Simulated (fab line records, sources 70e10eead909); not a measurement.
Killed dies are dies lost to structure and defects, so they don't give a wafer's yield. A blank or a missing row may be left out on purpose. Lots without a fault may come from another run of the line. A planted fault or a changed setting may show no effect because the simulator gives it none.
Chamber matching | flow nand_harc | NHARC_P_M1_DEP_33 on pecvd-02: 3 sister chambers
The step deposits SiCN, target thk 30 nm. 20 wafers are shown with their chamber, then 10 later ones without.

WAFERS WITH THEIR CHAMBER
wafer  | chamber | heater_power_w (W) | chamber_pressure_Torr (Torr)
L074.1 | 1       | 820                | 3.006
L074.5 | 0       | 454                | 3.004
L074.6 | 1       | 826                | 3.003
L078.1 | 0       | 495                | 2.987
L078.5 | 2       | 666                | 3.002
L078.6 | 0       | 483                | 2.997
L081.2 | 1       | 721                | 3.001
L081.3 | 0       | 499                | 3.000
L081.6 | 1       | 742                | 2.994
L084.2 | 2       | 547                | 3.010
L084.4 | 1       | 731                | 2.996
L084.6 | 0       | 488                | 2.995
L086.1 | 1       | 776                | 3.008
L086.2 | 0       | 490                | 3.009
L086.5 | 0       | 494                | 3.003
L087.1 | 1       | 784                | 2.999
L087.4 | 0       | 480                | 2.995
L087.6 | 1       | 778                | 3.002
L090.1 | 2       | 610                | 2.991
L090.3 | 1       | 766                | 2.991

SIGNATURES (means of the wafers above)
reading               | chamber 0 | chamber 1 | chamber 2 | scatter within a chamber
heater_power_w        | 485.38    | 771.56    | 607.67    | 33.5
chamber_pressure_Torr | 2.99875   | 3.00000   | 3.00100   | 0.00665
Rule: a wafer's distance from a chamber is the root of the sum, over the readings, of the square of ((its reading less the chamber's mean) divided by the reading's scatter). The wafer belongs to the nearest chamber; if the next one is less than 2 further off, it can't be placed. The scatter: the root of (the sum of the squares of (reading less its chamber's mean) over the shown wafers, divided by (wafers less chambers)).

WAFERS WITHOUT THEIR CHAMBER
wafer  | heater_power_w (W) | chamber_pressure_Torr (Torr)
L090.6 | 503                | 2.998
L091.4 | 577                | 3.004
L091.5 | 485                | 3.014
L091.6 | 706                | 3.006
L094.1 | 536                | 2.997
L094.2 | 604                | 2.996
L094.5 | 617                | 3.005
L097.3 | 621                | 3.000
L097.4 | 736                | 3.001
L097.6 | 455                | 2.997

WHICH CHAMBER EACH WENT THROUGH
wafer  | from the rows above     | in truth
L090.6 | 0                       | 0
L091.4 | can't be placed: 2 or 0 | 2
L091.5 | can't be placed: 0 or 2 | 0
L091.6 | can't be placed: 1 or 2 | 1
L094.1 | can't be placed: 0 or 2 | 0
L094.2 | 2                       | 2
L094.5 | 2                       | 2
L097.3 | 2                       | 2
L097.4 | 1                       | 1
L097.6 | 0                       | 0
Placed correctly: 6 of 10. Can't be placed from these rows: 4 (the true chamber is among the candidates in 4). Placed wrongly: 0.
